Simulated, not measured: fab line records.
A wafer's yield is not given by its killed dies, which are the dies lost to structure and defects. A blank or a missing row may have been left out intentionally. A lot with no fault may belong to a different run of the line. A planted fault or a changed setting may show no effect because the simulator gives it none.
fab line records	flow nand-harc
[record] lots = 24	wafers = 72	last-day = 24
route steps=1159 shown A_SLIT@790 A_WL_FILL@816 A_CONTACT@863
lots that met no fault: taken from a fault-free run of the same line
start-h: the number of hours between the record's first day and the start of the first shown wafer of the lot	wait-h: hours elapsed since this lot's preceding step	" repeats the value in the row above	L1.1+2: a row that stands for several wafers	- no value, or no start was given	* or withheld: withheld	< > ~ a bound
route shown NAME@n: a module of which the file shows steps, and the number in the route of the first	usual: mean/standard deviation of fault-free wafers	same: alike in all rows	chamber/n: place in a boat	sites: the reading at each site	_std_site: how widely they spread, as a standard deviation	_edge_site: outer sites' mean less inner sites'	radius-mm: how far each site lies from the wafer's centre	mask NAME#n: copy n	behind: the most recent tool/chamber to have shaped the wafer	hold: cause of the lot's hold/its duration in hours/its outcome	device: transistor that didn't switch, given as n, p or np	end of line: at the end of the route, the tests of the same wafers	for a step that has no rows: nothing shown but its recipe	killed: the dies lost at the first sort to structure and to defects; this is not the yield of the wafer	map: shows each die of a wafer: x if killed, . if not, _ if none is there
set.NAME: the setting the step ran with; set.NAME@STEP: the setting that earlier step ran with	model.NAME: the simulator's own value behind a step, which no gauge read
the route's steps for a sample of lots (tables are steps, rows are wafers)
services: a tool's chamber out of use, with start hour (start-h, from the record's first day; less than 0 if before it), hours out, and reason
[[steps]]
[step NHARC_A_SLIT_CD_MEAS_09]
[recipe] target-cd-nm = 300	landing-energy-ev = 500
[usual] cd-nm = 299.9/0.44
lot.wafer	tool	chamber	start-h	wait-h	cd-nm
L074.1	cd-sem-02	0	318.79	-	300.1
L074.4	"	0	"	"	300.0
L074.6	"	0	"	"	299.5
L075.4	cd-sem-03	0	337.36	-	300.2
L075.5	"	0	"	"	299.6
L075.6	"	0	"	"	299.8
L077.1	cd-sem-02	0	337.55	-	299.9
L077.3	"	0	"	"	300.2
L077.6	"	0	"	"	299.7
L076.1	cd-sem-03	0	341.25	-	300.2
L076.3	"	0	"	"	300.6
L076.6	"	0	"	"	299.9
L079.2	cd-sem-03	0	341.51	-	299.4
L079.4	"	0	"	"	299.1
L079.6	"	0	"	"	300.1
L078.2	cd-sem-02	0	348.23	-	299.4
L078.4	"	0	"	"	299.9
L078.6	"	0	"	"	299.0
L080.1	cd-sem-01	0	348.61	-	299.6
L080.5	"	0	"	"	300.0
L080.6	"	0	"	"	299.3
L081.1	cd-sem-01	0	356.37	-	299.5
L081.4	"	0	"	"	299.9
L081.6	"	0	"	"	300.2
L083.3	cd-sem-01	0	369.33	-	300.1
L083.4	"	0	"	"	300.8
L083.5	"	0	"	"	300.2
L082.2	cd-sem-02	0	369.60	-	300.3
L082.4	"	0	"	"	299.5
L082.6	"	0	"	"	300.1
L085.1	cd-sem-02	0	386.45	-	300.2
L085.5	"	0	"	"	299.5
L085.6	"	0	"	"	299.7
L084.2	cd-sem-01	0	386.78	-	299.8
L084.4	"	0	"	"	299.4
L084.5	"	0	"	"	299.3
L086.1	cd-sem-02	0	395.49	-	300.0
L086.2	"	0	"	"	299.9
L086.4	"	0	"	"	300.2
L087.2	cd-sem-02	0	395.92	-	299.2
L087.3	"	0	"	"	299.7
L087.6	"	0	"	"	299.4
L088.1	cd-sem-01	0	396.07	-	300.6
L088.4	"	0	"	"	299.2
L088.5	"	0	"	"	300.4
L089.2	cd-sem-01	0	406.70	-	300.7
L089.4	"	0	"	"	300.1
L089.5	"	0	"	"	300.4
L090.1	cd-sem-03	0	407.00	-	300.1
L090.4	"	0	"	"	300.0
L090.6	"	0	"	"	300.3
L092.1	cd-sem-01	0	421.68	-	299.2
L092.4	"	0	"	"	300.0
L092.6	"	0	"	"	300.3
L091.1	cd-sem-02	0	422.14	-	300.2
L091.3	"	0	"	"	300.7
L091.6	"	0	"	"	300.9
L093.2	cd-sem-01	0	423.70	-	299.6
L093.3	"	0	"	"	299.6
L093.6	"	0	"	"	299.4
L097.1	cd-sem-02	0	440.58	-	300.0
L097.4	"	0	"	"	299.9
L097.6	"	0	"	"	299.6
L094.3	cd-sem-01	0	441.03	-	299.6
L094.5	"	0	"	"	299.8
L094.6	"	0	"	"	299.3
L095.2	cd-sem-01	0	442.51	-	299.1
L095.3	"	0	"	"	300.0
L095.5	"	0	"	"	300.2
L096.1	cd-sem-02	0	455.38	-	300.5
L096.2	"	0	"	"	300.5
L096.4	"	0	"	"	300.5
[step NHARC_A_SLIT_INSPECT_11]
[usual] raw-defect-count = 21/11
lot.wafer	tool	chamber	start-h	wait-h	raw-defect-count
L074.1	defect-inspect-02	-	318.92	0.0	15
L074.4	"	-	"	"	23
L074.6	"	-	"	"	22
L075.4	defect-inspect-02	-	337.48	0.0	22
L075.5	"	-	"	"	22
L075.6	"	-	"	"	25
L077.1	defect-inspect-02	-	337.68	0.0	5
L077.3	"	-	"	"	4
L077.6	"	-	"	"	16
L076.1	defect-inspect-01	-	341.38	0.0	13
L076.3	"	-	"	"	13
L076.6	"	-	"	"	8
L079.2	defect-inspect-01	-	341.63	0.0	14
L079.4	"	-	"	"	17
L079.6	"	-	"	"	12
L078.2	defect-inspect-01	-	348.35	0.0	12
L078.4	"	-	"	"	8
L078.6	"	-	"	"	18
L080.1	defect-inspect-01	-	348.74	0.0	22
L080.5	"	-	"	"	13
L080.6	"	-	"	"	20
L081.1	defect-inspect-01	-	356.49	0.0	30
L081.4	"	-	"	"	22
L081.6	"	-	"	"	17
L083.3	defect-inspect-02	-	369.45	0.0	13
L083.4	"	-	"	"	19
L083.5	"	-	"	"	8
L082.2	defect-inspect-01	-	369.72	0.0	46
L082.4	"	-	"	"	33
L082.6	"	-	"	"	29
L085.1	defect-inspect-01	-	386.58	0.0	36
L085.5	"	-	"	"	28
L085.6	"	-	"	"	17
L084.2	defect-inspect-01	-	386.91	0.0	11
L084.4	"	-	"	"	12
L084.5	"	-	"	"	15
L086.1	defect-inspect-02	-	395.61	0.0	17
L086.2	"	-	"	"	21
L086.4	"	-	"	"	18
L087.2	defect-inspect-01	-	396.04	0.0	42
L087.3	"	-	"	"	52
L087.6	"	-	"	"	43
L088.1	defect-inspect-02	-	396.20	0.0	9
L088.4	"	-	"	"	13
L088.5	"	-	"	"	8
L089.2	defect-inspect-01	-	406.82	0.0	10
L089.4	"	-	"	"	17
L089.5	"	-	"	"	19
L090.1	defect-inspect-02	-	407.13	0.0	30
L090.4	"	-	"	"	34
L090.6	"	-	"	"	35
L092.1	defect-inspect-02	-	421.81	0.0	23
L092.4	"	-	"	"	12
L092.6	"	-	"	"	14
L091.1	defect-inspect-02	-	422.27	0.0	27
L091.3	"	-	"	"	31
L091.6	"	-	"	"	33
L093.2	defect-inspect-02	-	423.83	0.0	13
L093.3	"	-	"	"	9
L093.6	"	-	"	"	8
L097.1	defect-inspect-02	-	440.70	0.0	34
L097.4	"	-	"	"	35
L097.6	"	-	"	"	40
L094.3	defect-inspect-02	-	441.15	0.0	22
L094.5	"	-	"	"	28
L094.6	"	-	"	"	28
L095.2	defect-inspect-02	-	442.63	0.0	13
L095.3	"	-	"	"	18
L095.5	"	-	"	"	16
L096.1	defect-inspect-01	-	455.50	0.0	17
L096.2	"	-	"	"	13
L096.4	"	-	"	"	17
[step NHARC_A_SLIT_ETCH_15]
[recipe] target-depth-a = 32000	over-etch-frac = 0.3	time-s = 832	ion-energy-ev = 150	o2-flow-sccm = 400	cos-flow-sccm = 20	ar-flow-sccm = 0	rf-w = 500	bias-w = 300	chemistry = O2/COS
[usual] drypump-motor-current-A = 5.8/0.55	o2-flow-sccm = 400.0/1.2	oes-product-au = 1.001/0.0086	rf-vpp-V = 313.3/2.1	showerhead-plenum-p-Torr = 3.07/0.13	throttle-valve-pct = 28.329/0.0083
lot.wafer	tool	chamber	start-h	wait-h	drypump-motor-current-A	o2-flow-sccm	oes-product-au	rf-hours-counter-h	rf-vpp-V	showerhead-plenum-p-Torr	throttle-valve-pct
L074.1	rie-diel-03	3	-	-	5.9	398.9	0.997	8	314.1	3.05	28.335
L074.6	"	0	"	"	5.8	400.3	1.001	-	312.0	3.01	28.328
L074.4	"	3	"	"	5.9	399.7	1.003	-	313.6	3.05	28.332
L075.4	rie-diel-05	3	-	-	6.1	402.6	0.986	8	314.3	3.14	28.323
L075.5	"	2	"	"	6.6	399.6	0.988	-	316.0	3.26	28.324
L075.6	"	3	"	"	6.1	401.4	0.993	-	315.7	3.14	28.340
L077.3	rie-diel-01	0	-	-	6.3	401.2	1.014	0	314.4	3.22	28.333
L077.1	"	2	"	"	5.3	399.7	1.005	0	317.3	3.31	28.323
L077.6	"	1	"	"	5.4	400.8	0.995	-	314.1	3.09	28.331
L076.3	rie-diel-03	3	-	-	5.9	400.9	0.998	9	313.9	3.05	28.336
L076.1	"	0	"	"	5.7	401.1	0.981	8	311.1	3.01	28.324
L076.6	"	0	"	"	5.8	400.7	0.992	-	313.3	3.01	28.320
L079.4	rie-diel-01	2	-	-	5.3	401.3	1.000	1	318.0	3.31	28.315
L079.2	"	1	"	"	5.5	400.7	0.988	1	313.3	3.09	28.343
L079.6	"	3	"	"	6.7	399.6	0.998	-	311.1	2.93	28.327
L078.2	rie-diel-03	3	-	-	5.9	401.1	1.004	10	313.1	3.05	28.321
L078.6	"	1	"	"	5.4	397.6	1.002	-	312.6	2.95	28.327
L078.4	"	0	"	"	5.8	401.8	1.006	-	312.6	3.01	28.329
L080.1	rie-diel-01	1	-	-	5.5	401.2	1.007	2	313.4	3.09	28.324
L080.6	"	0	"	"	6.3	401.5	1.014	-	315.2	3.22	28.328
L080.5	"	1	"	"	5.5	400.4	1.002	-	313.5	3.09	28.336
L081.4	rie-diel-03	2	-	-	6.1	398.6	1.013	9	311.6	2.91	28.337
L081.1	"	3	"	"	5.9	400.8	1.012	11	313.7	3.05	28.327
L081.6	"	0	"	"	5.8	398.0	1.007	-	312.0	3.01	28.330
L083.4	rie-diel-05	2	-	-	6.6	398.6	0.988	1	314.9	3.25	28.324
L083.3	"	0	"	"	4.9	399.8	0.991	0	312.3	2.98	28.331
L083.5	"	2	"	"	6.6	400.0	0.987	-	316.2	3.25	28.329
L082.2	rie-diel-01	2	-	-	5.3	400.0	1.003	3	318.0	3.31	28.319
L082.4	"	3	"	"	6.7	401.2	1.000	4	311.3	2.93	28.332
L082.6	"	2	"	"	5.3	399.5	1.000	-	318.5	3.31	28.337
L085.1	rie-diel-03	3	-	-	5.9	399.5	1.016	13	313.9	3.05	28.318
L085.6	"	3	"	"	5.9	399.1	1.011	-	314.7	3.05	28.334
L085.5	"	0	"	"	5.8	399.6	1.007	-	312.4	3.01	28.328
L084.4	rie-diel-01	0	-	-	6.3	400.9	0.995	5	314.6	3.22	28.340
L084.2	"	1	"	"	5.5	398.7	0.989	4	312.9	3.09	28.324
L084.5	"	0	"	"	6.3	400.3	0.985	-	315.0	3.22	28.328
L086.1	rie-diel-05	1	-	-	5.1	400.8	0.992	2	311.3	2.95	28.317
L086.2	"	0	"	"	4.9	399.4	0.976	2	312.6	2.98	28.322
L086.4	"	1	"	"	5.1	401.5	1.000	-	312.1	2.95	28.339
L088.1	rie-diel-01	3	-	-	6.7	402.4	1.004	7	312.0	2.93	28.329
L088.4	"	2	"	"	5.3	402.2	1.007	6	316.2	3.31	28.327
L088.5	"	3	"	"	6.7	401.7	1.008	-	312.1	2.93	28.328
L087.2	rie-diel-05	0	-	-	4.9	399.7	1.003	2	310.7	2.98	28.342
L087.3	"	1	"	"	5.1	400.4	1.006	3	310.9	2.94	28.328
L087.6	"	0	"	"	4.9	400.4	0.999	-	312.1	2.98	28.344
L089.4	rie-diel-05	2	-	-	6.6	400.4	0.996	2	315.9	3.25	28.332
L089.2	"	0	"	"	4.9	399.3	0.997	3	312.8	2.98	28.335
L089.5	"	2	"	"	6.6	401.5	0.991	-	314.6	3.25	28.326
L090.1	rie-diel-01	3	-	-	6.7	400.6	1.012	8	310.3	2.93	28.329
L090.4	"	0	"	"	6.3	401.7	1.008	7	316.0	3.22	28.336
L090.6	"	2	"	"	5.3	400.1	0.999	-	318.4	3.31	28.321
L092.1	rie-diel-05	1	-	-	5.1	399.4	0.999	4	310.9	2.94	28.330
L092.4	"	3	"	"	6.1	403.2	0.995	5	313.0	3.13	28.344
L092.6	"	0	"	"	4.9	400.7	0.999	-	312.3	2.98	28.335
L091.3	rie-diel-03	1	-	-	5.4	400.9	0.996	1	311.5	2.95	28.330
L091.1	"	3	"	"	5.9	400.9	1.002	1	314.5	3.05	28.331
L091.6	"	0	"	"	5.8	397.5	0.991	-	311.6	3.01	28.322
L093.2	rie-diel-05	2	-	-	6.6	400.0	0.998	3	315.8	3.25	28.318
L093.3	"	1	"	"	5.1	399.6	0.996	5	312.2	2.94	28.330
L093.6	"	2	"	"	6.6	401.6	0.997	-	315.5	3.25	28.334
L097.1	rie-diel-05	3	-	-	6.1	398.7	1.005	7	314.8	3.13	28.343
L097.4	"	1	"	"	5.1	398.6	1.005	6	310.1	2.94	28.322
L097.6	"	3	"	"	6.1	398.0	1.009	-	313.9	3.13	28.325
L094.3	rie-diel-03	2	-	-	6.1	399.6	0.996	2	311.3	2.91	28.325
L094.5	"	1	"	"	5.3	401.1	1.000	-	312.4	2.95	28.331
L094.6	"	2	"	"	6.2	400.8	1.009	-	310.0	2.91	28.323
L095.3	rie-diel-01	3	-	-	6.7	401.7	1.003	11	311.6	2.92	28.332
L095.2	"	1	"	"	5.5	400.5	1.007	9	313.4	3.09	28.317
L095.5	"	3	"	"	6.7	400.5	1.004	-	310.3	2.92	28.333
L096.1	rie-diel-03	2	-	-	6.2	402.3	1.015	2	310.9	2.91	28.316
L096.4	"	3	"	"	5.9	401.6	1.023	2	312.0	3.05	28.303
L096.2	"	0	"	"	5.8	397.9	1.009	2	311.3	3.01	28.338
[step NHARC_A_SLIT_ETCH_26]
[recipe] bias-v = 400	source-w = 2000	pressure-mtorr = 25	time-s = 90	ar-flow-sccm = 375	c4f8-flow-sccm = 41.7	o2-flow-sccm = 83.3	target-depth-a = 4000	chemistry = C4F8/O2/Ar
[usual] drypump-motor-current-A = 5.8/0.62	o2-flow-sccm = 83.36/0.27	showerhead-plenum-p-Torr = 3.64/0.1	throttle-valve-pct = 27.619/0.0085
lot.wafer	tool	chamber	start-h	wait-h	drypump-motor-current-A	o2-flow-sccm	rf-hours-counter-h	showerhead-plenum-p-Torr	throttle-valve-pct
L074.1	har-etch-02	0	321.38	1.2	6.7	83.54	173	3.55	27.618
L074.4	"	0	"	"	6.7	83.53	-	3.55	27.620
L074.6	"	0	"	"	6.7	83.38	-	3.55	27.633
L075.4	har-etch-02	0	339.89	0.6	6.7	82.64	-	3.55	27.616
L075.5	"	1	"	"	5.5	82.96	-	3.83	27.615
L075.6	"	0	"	"	6.7	83.34	-	3.55	27.620
L077.1	har-etch-01	1	340.01	1.2	5.0	83.21	5	3.64	27.616
L077.3	"	0	"	"	6.1	83.71	-	3.60	27.620
L077.6	"	0	"	"	6.1	83.64	-	3.60	27.622
L076.1	har-etch-02	0	346.36	1.0	6.7	83.69	184	3.54	27.624
L076.3	"	0	"	"	6.7	83.12	-	3.55	27.602
L076.6	"	0	"	"	6.7	83.62	-	3.55	27.624
L079.2	har-etch-01	0	346.51	1.0	6.0	83.63	11	3.59	27.614
L079.4	"	0	"	"	6.1	83.87	-	3.59	27.608
L079.6	"	0	"	"	6.1	83.53	-	3.59	27.622
L078.2	har-etch-02	1	350.83	1.2	5.6	83.29	185	3.82	27.621
L078.4	"	1	"	"	5.6	83.26	-	3.82	27.614
L078.6	"	0	"	"	6.7	82.85	-	3.54	27.623
L080.1	har-etch-01	0	351.08	1.3	6.1	83.34	12	3.59	27.607
L080.6	"	0	"	"	6.1	83.50	-	3.59	27.650
L080.5	"	1	"	"	5.1	83.61	-	3.64	27.620
L081.1	har-etch-02	1	360.20	1.2	5.5	83.51	191	3.82	27.609
L081.4	"	0	"	"	6.7	83.01	-	3.54	27.624
L081.6	"	0	"	"	6.7	83.45	-	3.54	27.626
L083.4	har-etch-01	1	371.83	0.8	5.1	83.53	-	3.63	27.624
L083.3	"	0	"	"	6.1	83.15	-	3.59	27.623
L083.5	"	1	"	"	5.1	83.26	-	3.63	27.627
L082.2	har-etch-02	0	372.09	1.0	6.7	83.00	196	3.54	27.603
L082.4	"	1	"	"	5.5	83.31	-	3.82	27.627
L082.6	"	1	"	"	5.5	83.43	-	3.82	27.617
L085.1	har-etch-02	0	388.95	1.0	6.7	82.96	202	3.54	27.607
L085.5	"	1	"	"	5.5	83.28	-	3.81	27.624
L085.6	"	0	"	"	6.7	83.74	-	3.54	27.621
L084.2	har-etch-01	0	389.23	1.2	6.1	83.60	27	3.59	27.633
L084.4	"	1	"	"	5.1	83.21	-	3.63	27.632
L084.5	"	0	"	"	6.1	83.78	-	3.59	27.622
L086.2	har-etch-01	1	401.33	1.3	5.1	83.22	36	3.62	27.616
L086.1	"	0	"	"	6.1	83.19	36	3.58	27.618
L086.4	"	0	"	"	6.1	83.00	-	3.58	27.611
L088.1	har-etch-01	1	403.04	1.0	5.1	83.37	38	3.62	27.613
L088.4	"	1	"	"	5.1	83.63	-	3.62	27.619
L088.5	"	1	"	"	5.1	83.28	-	3.62	27.621
L087.2	har-etch-01	1	404.69	1.0	5.1	82.97	39	3.62	27.626
L087.3	"	0	"	"	6.1	83.53	-	3.58	27.618
L087.6	"	1	"	"	5.1	83.37	-	3.62	27.613
L089.2	har-etch-02	0	409.12	1.2	6.7	83.12	215	3.53	27.617
L089.4	"	0	"	"	6.7	83.15	-	3.53	27.608
L089.5	"	1	"	"	5.6	83.29	-	3.81	27.631
L090.1	har-etch-01	1	409.45	1.2	5.0	83.86	41	3.62	27.629
L090.4	"	0	"	"	6.1	83.46	-	3.58	27.609
L090.6	"	0	"	"	6.1	83.75	-	3.58	27.631
L092.1	har-etch-01	1	424.18	1.0	5.1	83.47	42	3.62	27.609
L092.4	"	1	"	"	5.1	83.40	-	3.62	27.621
L092.6	"	1	"	"	5.1	83.91	-	3.62	27.617
L091.1	har-etch-02	0	424.62	1.0	6.7	83.40	220	3.53	27.623
L091.3	"	1	"	"	5.6	83.46	-	3.80	27.601
L091.6	"	0	"	"	6.7	83.72	-	3.53	27.626
L093.2	har-etch-01	1	426.15	1.2	5.1	83.13	44	3.62	27.615
L093.3	"	0	"	"	6.1	83.28	-	3.58	27.626
L093.6	"	0	"	"	6.1	83.15	-	3.58	27.617
L097.1	har-etch-01	1	446.30	1.0	5.1	83.36	53	3.61	27.624
L097.4	"	1	"	"	5.0	83.50	-	3.61	27.630
L097.6	"	1	"	"	5.1	83.51	-	3.61	27.619
L094.3	har-etch-02	1	449.87	0.8	5.6	83.48	-	3.79	27.620
L094.5	"	1	"	"	5.5	83.81	-	3.80	27.617
L094.6	"	0	"	"	6.7	83.56	-	3.52	27.628
L095.2	har-etch-02	0	451.49	1.2	6.8	82.70	235	3.52	27.611
L095.3	"	0	"	"	6.8	83.45	-	3.52	27.616
L095.5	"	0	"	"	6.7	83.02	-	3.52	27.623
L096.2	har-etch-01	0	457.82	1.2	6.1	83.42	59	3.57	27.619
L096.1	"	1	"	"	5.1	83.34	59	3.61	27.620
L096.4	"	0	"	"	6.1	83.29	-	3.57	27.610
[step NHARC_A_WL_FILL_STRIP_27]
[recipe] power-w = 1500	temp-c = 250	time-s = 20	chemistry = N2/H2
[usual] drypump-motor-current-A = 5.3/0.36	heater-power-w = 370/30
lot.wafer	tool	chamber	start-h	wait-h	drypump-motor-current-A	heater-power-w	rf-hours-counter-h
L074.1	plasma-asher-02	0	335.02	0.1	5.3	352	51
L074.4	"	0	"	"	5.3	361	-
L074.6	"	0	"	"	5.3	365	-
L077.1	plasma-asher-02	1	356.28	0.1	5.0	414	57
L077.3	"	1	"	"	5.0	413	-
L077.6	"	1	"	"	5.0	417	-
L075.4	plasma-asher-01	1	356.47	0.1	5.9	342	-
L075.6	"	1	"	"	5.9	346	-
L075.5	"	0	"	"	5.1	364	-
L076.1	plasma-asher-01	0	369.68	0.8	5.1	353	31
L076.3	"	1	"	"	6.0	341	-
L076.6	"	1	"	"	5.9	339	-
L079.2	plasma-asher-01	1	369.84	0.9	5.9	333	32
L079.4	"	0	"	"	5.1	361	-
L079.6	"	1	"	"	5.9	354	-
L078.2	plasma-asher-02	1	371.83	0.1	5.0	415	1
L078.4	"	0	"	"	5.3	363	-
L078.6	"	0	"	"	5.3	358	-
L080.1	plasma-asher-01	1	371.89	0.1	5.9	347	33
L080.5	"	0	"	"	5.1	359	-
L080.6	"	1	"	"	5.9	343	-
L081.1	plasma-asher-01	0	374.66	0.1	5.1	370	34
L081.4	"	1	"	"	5.9	341	-
L081.6	"	1	"	"	6.0	345	-
L083.4	plasma-asher-02	0	386.20	0.5	5.3	358	-
L083.3	"	1	"	"	5.0	412	-
L083.5	"	1	"	"	5.0	421	-
L082.2	plasma-asher-02	0	399.10	0.2	5.3	353	9
L082.4	"	0	"	"	5.3	353	-
L082.6	"	0	"	"	5.3	357	-
L084.2	plasma-asher-01	1	405.86	0.2	6.0	351	42
L084.4	"	0	"	"	5.1	365	-
L084.5	"	1	"	"	5.9	345	-
L085.1	plasma-asher-02	0	407.89	0.1	5.3	353	11
L085.5	"	0	"	"	5.3	350	-
L085.6	"	1	"	"	5.0	415	-
L086.1	plasma-asher-02	0	415.00	0.1	5.3	358	13
L086.2	"	1	"	"	5.0	423	13
L086.4	"	0	"	"	5.3	358	-
L088.1	plasma-asher-01	1	415.34	0.1	5.9	348	46
L088.4	"	1	"	"	6.0	340	-
L088.5	"	1	"	"	5.9	340	-
L087.2	plasma-asher-02	0	421.55	0.1	5.3	348	15
L087.3	"	0	"	"	5.3	347	-
L087.6	"	1	"	"	5.0	422	-
L090.1	plasma-asher-01	1	424.42	0.1	5.9	341	48
L090.4	"	0	"	"	5.1	356	-
L090.6	"	0	"	"	5.1	365	-
L089.2	plasma-asher-02	0	424.95	0.2	5.3	362	15
L089.4	"	0	"	"	5.3	361	-
L089.5	"	0	"	"	5.3	355	-
L093.2	plasma-asher-01	1	440.73	0.1	5.9	345	55
L093.3	"	1	"	"	5.9	344	-
L093.6	"	1	"	"	5.9	334	-
L091.1	plasma-asher-01	1	440.86	0.2	5.9	347	55
L091.3	"	0	"	"	5.1	363	-
L091.6	"	1	"	"	5.9	333	-
L092.1	plasma-asher-02	0	443.72	0.2	5.3	354	24
L092.4	"	0	"	"	5.3	354	-
L092.6	"	1	"	"	5.0	427	-
L097.1	plasma-asher-02	0	460.36	0.7	5.3	349	30
L097.4	"	1	"	"	5.0	423	-
L097.6	"	1	"	"	5.0	414	-
L094.3	plasma-asher-01	0	466.98	0.1	5.1	357	-
L094.5	"	0	"	"	5.1	355	-
L094.6	"	1	"	"	5.9	316	-
L095.2	plasma-asher-02	0	467.95	0.1	5.3	358	33
L095.3	"	0	"	"	5.3	358	-
L095.5	"	1	"	"	5.0	416	-
L096.2	plasma-asher-02	0	474.29	0.1	5.3	362	36
L096.1	"	1	"	"	5.0	428	36
L096.4	"	0	"	"	5.3	357	-
[step NHARC_A_CONTACT_ETCH_112]
[recipe] source-w = withheld	pressure-mtorr = 20	bias-v = 3000	time-s = 94	target-depth-a = 9220	ar-flow-sccm = withheld	c4f8-flow-sccm = withheld	o2-flow-sccm = withheld	chemistry = C4F8/O2/Ar
lot.wafer	tool	chamber	start-h	wait-h	rf-hours-counter-h
L074.1	har-cap-etch-01	0	366.68	0.1	53
L074.4	"	1	"	"	-
L074.6	"	0	"	"	-
L077.1	har-cap-etch-02	1	383.89	0.2	9
L077.3	"	1	"	"	-
L077.6	"	0	"	"	-
L075.4	har-cap-etch-01	1	385.01	0.1	-
L075.6	"	1	"	"	-
L075.5	"	0	"	"	-
L078.2	har-cap-etch-02	1	399.58	0.1	12
L078.4	"	0	"	"	-
L078.6	"	0	"	"	-
L076.1	har-cap-etch-03	1	401.79	0.2	86
L076.3	"	0	"	"	-
L076.6	"	0	"	"	-
L079.2	har-cap-etch-01	0	402.58	0.1	61
L079.4	"	1	"	"	-
L079.6	"	0	"	"	-
L080.1	har-cap-etch-02	1	407.05	0.1	13
L080.6	"	0	"	"	-
L080.5	"	1	"	"	-
L081.1	har-cap-etch-03	0	411.82	0.1	88
L081.4	"	0	"	"	-
L081.6	"	1	"	"	-
L083.4	har-cap-etch-02	0	417.07	0.1	-
L083.3	"	1	"	"	-
L083.5	"	1	"	"	-
L082.2	har-cap-etch-01	1	428.35	0.2	67
L082.4	"	1	"	"	-
L082.6	"	1	"	"	-
L085.1	har-cap-etch-01	0	435.82	0.2	68
L085.5	"	0	"	"	-
L085.6	"	1	"	"	-
L084.2	har-cap-etch-03	0	435.96	0.1	93
L084.4	"	0	"	"	-
L084.5	"	0	"	"	-
L088.1	har-cap-etch-02	1	444.55	0.2	20
L088.4	"	1	"	"	-
L088.5	"	0	"	"	-
L086.2	har-cap-etch-01	0	445.70	0.2	69
L086.1	"	1	"	"	69
L086.4	"	0	"	"	-
L087.2	har-cap-etch-03	1	452.05	0.2	96
L087.3	"	1	"	"	-
L087.6	"	0	"	"	-
L090.1	har-cap-etch-03	1	454.18	0.2	97
L090.4	"	0	"	"	-
L090.6	"	1	"	"	-
L089.2	har-cap-etch-02	0	457.91	0.2	24
L089.4	"	0	"	"	-
L089.5	"	0	"	"	-
L091.1	har-cap-etch-01	1	469.37	0.1	76
L091.3	"	0	"	"	-
L091.6	"	1	"	"	-
L092.1	har-cap-etch-03	0	471.12	0.2	101
L092.4	"	1	"	"	-
L092.6	"	1	"	"	-
L093.2	har-cap-etch-02	1	477.78	0.2	28
L093.3	"	0	"	"	-
L093.6	"	0	"	"	-
L097.1	har-cap-etch-02	1	493.80	0.1	31
L097.4	"	0	"	"	-
L097.6	"	0	"	"	-
L094.3	har-cap-etch-03	0	498.14	0.1	-
L094.6	"	1	"	"	-
L094.5	"	0	"	"	-
L095.2	har-cap-etch-01	1	498.91	0.2	80
L095.3	"	1	"	"	-
L095.5	"	0	"	"	-
L096.2	har-cap-etch-03	1	503.84	0.2	105
L096.1	"	0	"	"	105
L096.4	"	0	"	"	-
[[services]]
tool	chamber	start-h	hours	kind
har-cap-etch-01	-	296.38	0.4	repair
har-cap-etch-02	-	306.58	17.0	pm
har-etch-01	-	307.29	17.0	pm
har-etch-01	0	307.29	17.0	vent-cycle
har-etch-01	1	307.29	17.0	vent-cycle
rie-diel-05	3	308.78	5.7	repair
rie-diel-01	-	315.10	9.0	pm
rie-diel-03	1	317.05	2.5	repair
har-etch-01	0	324.29	-	clean
har-etch-01	0	324.29	-	consumable-replace:focus-ring
rie-diel-03	-	339.86	0.4	repair
rie-diel-03	2	340.46	10.1	repair
rie-diel-05	-	340.66	9.0	pm
rie-diel-05	0	349.77	8.0	repair
rie-diel-03	1	358.97	9.6	repair
plasma-asher-02	-	360.25	9.0	pm
rie-diel-05	2	382.90	21.9	repair
rie-diel-03	-	392.30	9.0	pm
har-cap-etch-03	-	394.39	0.1	repair
plasma-asher-02	-	431.85	0.8	repair
plasma-asher-01	-	442.11	7.0	repair
plasma-asher-01	-	453.00	9.0	pm
rie-diel-05	3	455.23	4.1	repair
rie-diel-01	-	492.10	9.0	pm
[[key]]
fault none
